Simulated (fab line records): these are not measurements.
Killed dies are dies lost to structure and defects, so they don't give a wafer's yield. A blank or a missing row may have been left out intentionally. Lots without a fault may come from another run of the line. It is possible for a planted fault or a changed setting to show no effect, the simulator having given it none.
fab line records -- flow n5Finfet
record lots=11, wafers=33, lastDay=18
route steps=1938 shown HKMG_FIN@447 TV_LITHO@1884 PAD_METAL@1894 PASSIVATION@1929
lots that met no fault: from a run of the same line without faults
startH: hours from the record's opening day to when the first of the lot's shown wafers began -- waitH: hours since the lot's step before -- " unchanged from the row above -- L1.1+2: one row covering several wafers at once -- - no value, or no start was given -- * or withheld: withheld -- < > ~ a bound
route shown NAME@n: names a module that has steps shown in the file, with the first one's number in the route -- usual: mean/standard deviation taken from wafers without a fault -- same: alike in all rows -- chamber/n: place in a boat -- sites: the reading at each site -- _std_site: the values' standard deviation -- _edge_site: the outer-site mean with the inner-site mean subtracted -- radiusMm: how far each site lies from the wafer's centre -- mask NAME#n: copy n -- behind: tool/chamber where the wafer was last shaped -- hold: why the lot went on hold/how many hours it stayed there/how the hold came to an end -- device: which transistor (n, p or np) failed to switch -- end of line: tests run on the same wafers once the route is complete -- a step with no rows: only its recipe -- killed: count of dies lost to structure and defects at first sort (not the wafer's yield) -- map: shows each die of a wafer: x if killed, . if not, _ if none is there
set.NAME: the setting that was run; set.NAME@STEP: the one run at that earlier step -- model.NAME: the simulator's own value behind a step, which no gauge read
route steps across a sampled set of lots; one table per step, one row per wafer
services: when a tool's chamber went out of use (startH, in hours from the record's first day, below 0 if earlier), for how many hours, and the reason
## steps
# step N5_HKMG_FIN_STRIP_88
# recipe chemistry=N2/H2, powerW=2500, tempC=300, h2Frac=0.65, timeS=360, pressureMtorr=withheld, n2FlowSccm=1750, h2FlowSccm=3250
# usual drypumpMotorCurrentA=5.75/0.23, heaterPowerW=468/42
lot.wafer,tool,chamber,startH,waitH,drypumpMotorCurrentA,heaterPowerW,rfHoursCounterH
L938.3,plasmaAsher-02,0,78.62,0.1,5.80,425,-
L938.5,plasmaAsher-02,0,78.62,0.1,5.78,431,-
L938.6,plasmaAsher-02,1,78.62,0.1,5.61,497,-
L939.2,plasmaAsher-02,0,85.05,0.1,5.77,426,37
L939.4,plasmaAsher-02,1,85.05,0.1,5.64,499,-
L939.6,plasmaAsher-02,0,85.05,0.1,5.77,434,-
L941.1,plasmaAsher-02,0,94.32,0.0,5.82,430,39
L941.4,plasmaAsher-02,0,94.32,0.0,5.81,427,-
L941.6,plasmaAsher-02,1,94.32,0.0,5.61,508,-
L942.1,plasmaAsher-02,0,104.21,0.0,5.81,420,40
L942.5,plasmaAsher-02,1,104.21,0.0,5.63,497,-
L942.6,plasmaAsher-02,0,104.21,0.0,5.81,433,-
L946.3,plasmaAsher-02,1,128.89,0.1,5.62,506,-
L946.4,plasmaAsher-02,0,128.89,0.1,5.78,435,-
L946.6,plasmaAsher-02,0,128.89,0.1,5.81,428,-
L947.2,plasmaAsher-01,0,130.17,0.0,6.22,529,102
L947.4,plasmaAsher-01,0,130.17,0.0,6.21,534,-
L947.6,plasmaAsher-01,0,130.17,0.0,6.21,529,-
L949.1,plasmaAsher-02,1,143.51,0.0,5.61,513,48
L949.2,plasmaAsher-02,0,143.51,0.0,5.79,429,48
L949.5,plasmaAsher-02,1,143.51,0.0,5.62,498,-
L953.1,plasmaAsher-01,0,169.63,0.0,6.21,537,108
L953.5,plasmaAsher-01,1,169.63,0.0,5.48,416,-
L953.6,plasmaAsher-01,0,169.63,0.0,6.22,518,-
L958.2,plasmaAsher-02,0,200.08,0.0,5.81,429,61
L958.4,plasmaAsher-02,0,200.08,0.0,5.80,432,-
L958.5,plasmaAsher-02,1,200.08,0.0,5.61,506,-
L959.3,plasmaAsher-02,1,204.82,0.1,5.62,497,-
L959.5,plasmaAsher-02,1,204.82,0.1,5.62,499,-
L959.6,plasmaAsher-02,0,204.82,0.1,5.83,432,-
L961.1,plasmaAsher-02,0,219.44,0.0,5.79,432,64
L961.5,plasmaAsher-02,0,219.44,0.0,5.80,422,-
L961.6,plasmaAsher-02,1,219.44,0.0,5.62,499,-
# step N5_PASSIVATION_OVL_MEAS_60
# recipe pointsPerWafer=44
# usual TV_OVL=2/4.5
lot.wafer,tool,chamber,startH,waitH,TV_OVL[nm]
L938.3,overlay-02,0,257.68,0.0,-1
L938.5,overlay-02,0,257.68,0.0,0
L938.6,overlay-02,0,257.68,0.0,1
L939.2,overlay-02,0,261.21,0.0,4
L939.4,overlay-02,0,261.21,0.0,-1
L939.6,overlay-02,0,261.21,0.0,1
L942.1,overlay-01,0,284.07,0.1,3
L942.5,overlay-01,0,284.07,0.1,8
L942.6,overlay-01,0,284.07,0.1,8
L941.1,overlay-02,0,288.72,0.0,7
L941.4,overlay-02,0,288.72,0.0,9
L941.6,overlay-02,0,288.72,0.0,-1
L947.2,overlay-01,0,308.67,0.0,2
L947.4,overlay-01,0,308.67,0.0,-9
L947.6,overlay-01,0,308.67,0.0,2
L946.3,overlay-01,0,317.52,0.0,-8
L946.4,overlay-01,0,317.52,0.0,-4
L946.6,overlay-01,0,317.52,0.0,-5
L949.1,overlay-02,0,341.41,0.0,3
L949.2,overlay-02,0,341.41,0.0,2
L949.5,overlay-02,0,341.41,0.0,5
L953.1,overlay-02,0,371.19,0.0,4
L953.5,overlay-02,0,371.19,0.0,9
L953.6,overlay-02,0,371.19,0.0,6
L958.2,overlay-02,0,396.80,0.0,-7
L958.4,overlay-02,0,396.80,0.0,2
L958.5,overlay-02,0,396.80,0.0,-1
L959.3,overlay-02,0,406.10,0.0,-1
L959.5,overlay-02,0,406.10,0.0,3
L959.6,overlay-02,0,406.10,0.0,0
L961.1,overlay-01,0,426.18,0.0,7
L961.5,overlay-01,0,426.18,0.0,-3
L961.6,overlay-01,0,426.18,0.0,-3
# step N5_PASSIVATION_PRE_CLEAN_19
# recipe gas=H2/He, timeS=*, tempC=*
# usual heaterPowerW=460/40
lot.wafer,tool,chamber,startH,waitH,heaterPowerW
L938.3,pvdSputter-01,-,258.75,0.0,463
L938.5,pvdSputter-01,-,258.75,0.0,476
L938.6,pvdSputter-01,-,258.75,0.0,407
L939.2,pvdSputter-03,-,261.96,0.0,496
L939.4,pvdSputter-03,-,261.96,0.0,436
L939.6,pvdSputter-03,-,261.96,0.0,497
L942.1,pvdSputter-03,-,284.79,0.0,470
L942.5,pvdSputter-03,-,284.79,0.0,479
L942.6,pvdSputter-03,-,284.79,0.0,418
L941.1,pvdSputter-03,-,289.63,0.0,496
L941.4,pvdSputter-03,-,289.63,0.0,489
L941.6,pvdSputter-03,-,289.63,0.0,489
L947.2,pvdSputter-02,-,309.57,0.0,546
L947.4,pvdSputter-02,-,309.57,0.0,452
L947.6,pvdSputter-02,-,309.57,0.0,527
L946.3,pvdSputter-01,-,318.60,0.0,464
L946.4,pvdSputter-01,-,318.60,0.0,487
L946.6,pvdSputter-01,-,318.60,0.0,418
L949.1,pvdSputter-01,-,342.66,0.0,376
L949.2,pvdSputter-01,-,342.66,0.0,406
L949.5,pvdSputter-01,-,342.66,0.0,481
L953.1,pvdSputter-03,-,372.23,0.0,498
L953.5,pvdSputter-03,-,372.23,0.0,507
L953.6,pvdSputter-03,-,372.23,0.0,441
L958.2,pvdSputter-01,-,400.73,0.0,480
L958.4,pvdSputter-01,-,400.73,0.0,393
L958.5,pvdSputter-01,-,400.73,0.0,448
L959.3,pvdSputter-02,-,407.15,0.0,457
L959.5,pvdSputter-02,-,407.15,0.0,460
L959.6,pvdSputter-02,-,407.15,0.0,527
L961.1,pvdSputter-03,-,427.72,0.0,420
L961.5,pvdSputter-03,-,427.72,0.0,502
L961.6,pvdSputter-03,-,427.72,0.0,417
# step N5_PASSIVATION_PASS_ETCH_47
# recipe chemistry=CF4/O2, target=SiNx, targetDepthA=7700, timeS=385, ionEnergyEv=100, pressureMtorr=40, sourceW=535, biasW=49, Ar_flow_sccm=100, cf4FlowSccm=100, O2_flow_sccm=10
# usual drypumpMotorCurrentA=5.9/0.47, oesProductAu=0.84/0.076, rfVppV=238/6.8, showerheadPlenumPTorr=2.20/0.087, throttleValvePct=15.74/0.17
lot.wafer,tool,chamber,startH,waitH,drypumpMotorCurrentA,oesProductAu,rfHoursCounterH,rfVppV,showerheadPlenumPTorr,throttleValvePct
L938.3,rieDiel-05,0,261.40,0.0,5.7,0.91,15,250,2.34,15.65
L938.5,rieDiel-05,3,261.40,0.0,5.6,0.96,-,232,2.18,15.72
L938.6,rieDiel-05,0,261.40,0.0,5.7,0.91,-,248,2.34,15.67
L939.2,rieDiel-06,3,265.82,0.0,6.5,0.83,89,226,2.11,15.66
L939.4,rieDiel-06,0,265.82,0.0,6.6,0.93,15,235,2.18,15.83
L939.6,rieDiel-06,3,265.82,0.0,6.5,0.83,-,228,2.11,15.66
L942.1,rieDiel-04,3,287.51,0.0,5.3,0.83,75,239,2.14,15.50
L942.5,rieDiel-04,2,287.51,0.0,5.8,0.70,-,235,2.26,16.05
L942.6,rieDiel-04,1,287.51,0.0,5.2,0.69,-,237,2.10,15.71
L941.1,rieDiel-06,3,293.24,0.0,6.5,0.83,97,227,2.11,15.66
L941.4,rieDiel-06,0,293.24,0.0,6.6,0.90,22,237,2.18,15.84
L941.6,rieDiel-06,1,293.24,0.0,6.0,0.93,-,242,2.15,15.81
L947.2,rieDiel-06,3,312.83,0.0,6.5,0.81,105,228,2.11,15.69
L947.4,rieDiel-06,0,312.83,0.0,6.6,0.89,30,236,2.18,15.87
L947.6,rieDiel-06,1,312.83,0.0,6.0,0.91,-,242,2.15,15.82
L946.3,rieDiel-05,2,321.34,0.0,5.1,0.96,3,238,2.28,15.47
L946.4,rieDiel-05,3,321.34,0.0,5.6,0.90,34,229,2.17,15.80
L946.6,rieDiel-05,0,321.34,0.0,5.7,0.87,-,250,2.34,15.70
L949.1,rieDiel-06,0,346.12,0.0,6.6,0.87,44,236,2.17,15.86
L949.2,rieDiel-06,1,346.12,0.0,6.0,0.88,38,241,2.15,15.85
L949.5,rieDiel-06,0,346.12,0.0,6.6,0.87,-,236,2.17,15.89
L953.1,rieDiel-04,3,374.90,0.0,5.4,0.80,103,237,2.13,15.56
L953.5,rieDiel-04,0,374.90,0.0,5.6,0.85,-,239,2.33,15.53
L953.6,rieDiel-04,2,374.90,0.0,5.8,0.68,-,233,2.25,16.12
L958.2,rieDiel-06,3,403.87,0.0,6.4,0.79,135,226,2.09,15.74
L958.4,rieDiel-06,1,403.87,0.0,6.0,0.85,61,242,2.14,15.92
L958.5,rieDiel-06,3,403.87,0.0,6.5,0.79,-,229,2.09,15.74
L959.3,rieDiel-04,0,410.62,0.0,5.5,0.84,74,240,2.33,15.55
L959.5,rieDiel-04,0,410.62,0.0,5.6,0.84,-,239,2.33,15.54
L959.6,rieDiel-04,1,410.62,0.0,5.2,0.95,-,239,2.35,15.28
L961.1,rieDiel-06,3,430.19,0.0,6.4,0.78,144,227,2.09,15.77
L961.5,rieDiel-06,3,430.19,0.0,6.5,0.78,-,227,2.09,15.76
L961.6,rieDiel-06,0,430.19,0.0,6.6,0.82,-,237,2.16,15.96
# step N5_PASSIVATION_PROBE_49
# usual defectLimitedYield=91.1/1.5, killed_at_M0_to_M3=37/11, killed_at_M4_up=13/5.6, killedAtContacts=12/5.6, killedAtFrontEnd=39/11, killedAtOther=4/3.1, killedDies=105/18, killedOnRim=14/3.8, killedOpen=69/13, killedShort=35/7.4, sort_bin_4_leakage=0.00/0.022, sort_bin_5_function=5.1/0.92, sort_bin_6_memory=3.4/0.76, sort_bin_8_speed=0.02/0.11, sortNPass=1075/18, sortYieldPct=91.1/1.5
# same grossDies=1180, killedAtBackSide=0
lot.wafer,tool,chamber,startH,waitH,defectLimitedYield[%],killed_at_M0_to_M3,killed_at_M4_up,killedAtContacts,killedAtFrontEnd,killedAtOther,killedDies,killedOnRim,killedOpen,killedShort,sort_bin_4_leakage[%],sort_bin_5_function[%],sort_bin_6_memory[%],sort_bin_8_speed[%],sortNPass,sortYieldPct[%]
L946.3,prober-02,-,324.51,0.1,81.6,45,20,25,121,6,217,28,99,31,0,11.9,4.6,0,963,81.6
L946.4,prober-02,-,324.56,0.2,82.7,39,14,8,142,1,204,34,75,42,0,9.9,5.4,0,976,82.7
L946.6,prober-02,-,324.66,0.3,85.2,31,5,8,128,3,175,25,54,30,0,10.3,3.0,0,1005,85.2
L949.1,prober-02,-,349.16,0.0,84.4,33,12,19,119,1,184,26,62,27,0,10.2,3.8,0,996,84.4
L949.2,prober-02,-,349.21,0.1,84.1,35,7,27,117,2,188,31,63,39,0,9.7,4.2,0,992,84.1
L949.5,prober-02,-,349.36,0.2,83.4,45,11,16,115,9,196,25,75,36,0,9.5,5.0,0,984,83.4
L953.1,prober-01,-,377.91,0.0,91.5,32,17,17,34,0,100,18,65,34,0,4.9,3.5,0,1080,91.5
L953.5,prober-01,-,378.11,0.2,92.4,29,10,11,36,4,90,9,55,35,0,3.9,3.2,0,1090,92.4
L953.6,prober-01,-,378.16,0.3,91.7,26,7,11,54,0,98,12,61,37,0,5.0,3.2,0,1082,91.7
L958.2,prober-02,-,406.93,0.1,91.1,32,33,9,30,1,105,15,67,34,0,5.3,3.3,0,1075,91.1
L958.4,prober-02,-,407.03,0.2,90.9,38,20,9,37,3,107,11,77,29,0,5.9,3.1,0,1073,90.9
L958.5,prober-02,-,407.08,0.2,91.4,44,20,4,27,6,101,19,68,32,0,5.1,3.3,0,1079,91.4
L959.3,prober-01,-,413.73,0.1,91.9,36,7,3,44,6,96,10,70,24,0,4.3,3.6,0,1084,91.9
L959.5,prober-01,-,413.83,0.2,91.7,46,7,10,24,11,98,10,60,35,0,5.0,3.1,0,1082,91.7
L959.6,prober-01,-,413.88,0.3,91.8,29,17,7,37,7,97,15,65,29,0,5.4,2.7,0,1083,91.8
# killed by level:class
L946.3 HKMG_FIN:unspecified=86 MOL_CONTACT_COAG:geometricParticle:open=18 STI_FIN_REVEAL:geometricParticle:open=14 BEOL_M4:geometricParticle:open=12 BEOL_M0_SAQP:geometricParticle:short=12 BEOL_M0_SAQP:geometricParticle:open=10 BEOL_M3:geometricParticle:open=9 BEOL_M1:geometricParticle:open=8
L946.4 HKMG_FIN:unspecified=87 STI_FIN_REVEAL:geometricParticle:open=24 BEOL_M0_SAQP:geometricParticle:open=13 BEOL_M0_SAQP:geometricParticle:short=9 ILD0:geometricParticle:short=7 BEOL_M1:geometricParticle:open=6 MOL_CONTACT_COAG:geometricParticle:open=5 BEOL_M0:geometricParticle:open=5
L946.6 HKMG_FIN:unspecified=90 BEOL_M1:geometricParticle:open=14 STI_FIN_REVEAL:geometricParticle:open=13 MOL_CONTACT_COAG:geometricParticle:open=6 BEOL_M0_SAQP:geometricParticle:short=6 GATE_CUT:geometricParticle:short=4 BEOL_M0_SAQP:geometricParticle:open=4 STARTING-WAFER:geometricParticle:open=4
L949.1 HKMG_FIN:unspecified=95 MOL_CONTACT_COAG:geometricParticle:open=16 BEOL_M4:geometricParticle:open=10 BEOL_M0_SAQP:geometricParticle:short=7 BEOL_M3:geometricParticle:open=7 BEOL_M0_SAQP:geometricParticle:open=5 BEOL_M1:geometricParticle:short=5 FIN_SAQP:geometricParticle:open=4
L949.2 HKMG_FIN:unspecified=86 MOL_CONTACT_COAG:geometricParticle:open=21 BEOL_M0_SAQP:geometricParticle:short=12 BEOL_M0_SAQP:geometricParticle:open=7 BEOL_M3:geometricParticle:open=7 FIN_SAQP:geometricParticle:open=6 DUMMY_GATE:geometricParticle:open=6 MOL_CONTACT_COAG:geometricParticle:short=6
L949.5 HKMG_FIN:unspecified=85 BEOL_M0_SAQP:geometricParticle:open=17 MOL_CONTACT_COAG:geometricParticle:open=14 BEOL_M3:geometricParticle:open=8 BEOL_M0_SAQP:geometricParticle:short=6 FIN_SAQP:geometricParticle:open=5 GATE_CUT:geometricParticle:short=5 BEOL_M2:geometricParticle:short=5
L953.1 MOL_CONTACT_COAG:geometricParticle:open=15 FIN_SAQP:geometricParticle:short=10 BEOL_M0_SAQP:geometricParticle:short=9 BEOL_M2:geometricParticle:open=9 BEOL_M0_SAQP:geometricParticle:open=8 BEOL_M4:geometricParticle:open=8 FIN_SAQP:geometricParticle:open=7 GATE_CUT:geometricParticle:short=4
L953.5 BEOL_M0_SAQP:geometricParticle:open=10 MOL_CONTACT_COAG:geometricParticle:open=9 FIN_SAQP:geometricParticle:open=7 GATE_CUT:geometricParticle:short=7 BEOL_M0_SAQP:geometricParticle:short=7 FIN_SAQP:geometricParticle:short=6 STI_FIN_REVEAL:geometricParticle:open=4 BEOL_M4:geometricParticle:open=4
L953.6 FIN_SAQP:geometricParticle:short=14 FIN_SAQP:geometricParticle:open=10 MOL_CONTACT_COAG:geometricParticle:open=9 STI_FIN_REVEAL:geometricParticle:open=6 BEOL_M1:geometricParticle:open=6 BEOL_M3:geometricParticle:open=6 STARTING-WAFER:geometricParticle:short=6 DUMMY_GATE:geometricParticle:open=5
L958.2 BEOL_M4:geometricParticle:open=18 BEOL_M0_SAQP:geometricParticle:short=8 FIN_SAQP:geometricParticle:short=7 FIN_SAQP:geometricParticle:open=7 STI_FIN_REVEAL:geometricParticle:open=7 BEOL_M0_SAQP:geometricParticle:open=7 BEOL_M4:geometricParticle:short=6 MOL_CONTACT_COAG:geometricParticle:open=5
L958.4 BEOL_M1:geometricParticle:open=17 BEOL_M4:geometricParticle:open=15 FIN_SAQP:geometricParticle:short=8 MOL_CONTACT_COAG:geometricParticle:open=6 STI_FIN_REVEAL:geometricParticle:open=6 DUMMY_GATE:geometricParticle:open=6 BEOL_M0_SAQP:geometricParticle:short=5 BEOL_M0_SAQP:geometricParticle:open=5
L958.5 BEOL_M4:geometricParticle:open=10 BEOL_M0_SAQP:geometricParticle:open=9 FIN_SAQP:geometricParticle:open=8 BEOL_M1:geometricParticle:open=8 FIN_SAQP:geometricParticle:short=7 BEOL_M3:geometricParticle:open=7 BEOL_M0_SAQP:geometricParticle:short=6 BEOL_M2:geometricParticle:open=6
L959.3 STI_FIN_REVEAL:geometricParticle:open=13 BEOL_M0_SAQP:geometricParticle:open=11 FIN_SAQP:geometricParticle:short=7 DUMMY_GATE:geometricParticle:open=7 BEOL_M3:geometricParticle:open=7 BEOL_M0_SAQP:geometricParticle:short=6 BEOL_M1:geometricParticle:open=5 STARTING-WAFER:geometricParticle:open=5
L959.5 BEOL_M0_SAQP:geometricParticle:open=15 BEOL_M0_SAQP:geometricParticle:short=9 BEOL_M1:geometricParticle:open=8 MOL_CONTACT_COAG:geometricParticle:open=7 GATE_CUT:geometricParticle:short=5 PAD_METAL:geometricParticle:short=5 BEOL_M4:geometricParticle:open=4 FIN_SAQP:geometricParticle:short=3
L959.6 STI_FIN_REVEAL:geometricParticle:open=16 BEOL_M4:geometricParticle:open=11 BEOL_M0_SAQP:geometricParticle:short=8 FIN_SAQP:geometricParticle:open=6 MOL_CONTACT_COAG:geometricParticle:open=5 BEOL_M0_SAQP:geometricParticle:open=5 BEOL_M2:geometricParticle:open=5 MIM_TOP_ETCH:geometricParticle:open=5
## services
tool,chamber,startH,hours,kind
rieDiel-06,-,59.51,0.8,repair
rieDiel-05,2,59.86,3.2,repair
rieDiel-05,-,63.26,0.9,repair
pvdSputter-01,-,63.69,0.6,repair
plasmaAsher-01,-,75.48,0.7,repair
rieDiel-05,2,90.55,4.2,repair
rieDiel-06,0,107.86,29.5,repair
rieDiel-05,2,112.56,7.4,repair
pvdSputter-03,-,114.84,6.2,repair
rieDiel-04,2,130.36,10.1,repair
plasmaAsher-02,-,150.35,2.0,repair
rieDiel-04,-,266.81,2.4,repair
rieDiel-06,-,267.21,0.6,repair
plasmaAsher-02,-,275.34,14.6,pm
rieDiel-06,-,275.37,4.3,pm
rieDiel-06,2,294.86,13.9,repair
rieDiel-04,2,302.94,7.1,repair
rieDiel-04,2,310.68,4.4,repair
rieDiel-04,3,347.13,14.3,repair
pvdSputter-03,-,348.61,9.2,repair
rieDiel-06,3,352.68,16.5,repair
plasmaAsher-02,-,353.24,8.8,repair
rieDiel-04,2,400.23,9.9,repair
pvdSputter-03,-,417.42,3.6,repair
## key
firstSign step=N5_PASSIVATION_PROBE_49, reading=killedAtFrontEnd, direction=up, sigmas=7.7, usual=39, struck=124
effect step=N5_PASSIVATION_PROBE_49, reading=killedDies, direction=up, sigmas=5, usual=105, struck=194
moreKillsBornAt N5_HKMG_FIN_STRIP_88@plasmaAsher-02=529
metAt N5_HKMG_FIN_STRIP_88
struckLots L946,L949
notActingAt N5_PASSIVATION_OVL_MEAS_60,N5_PASSIVATION_PRE_CLEAN_19,N5_PASSIVATION_PASS_ETCH_47
onsetBetween 104.21 128.89
fault kind=chamberParticleSource, tool=plasmaAsher-02, chamber=-, onsetH=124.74, steps=N5_HKMG_FIN_STRIP_88, ratePerVisitCm2=0.62263, endH=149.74
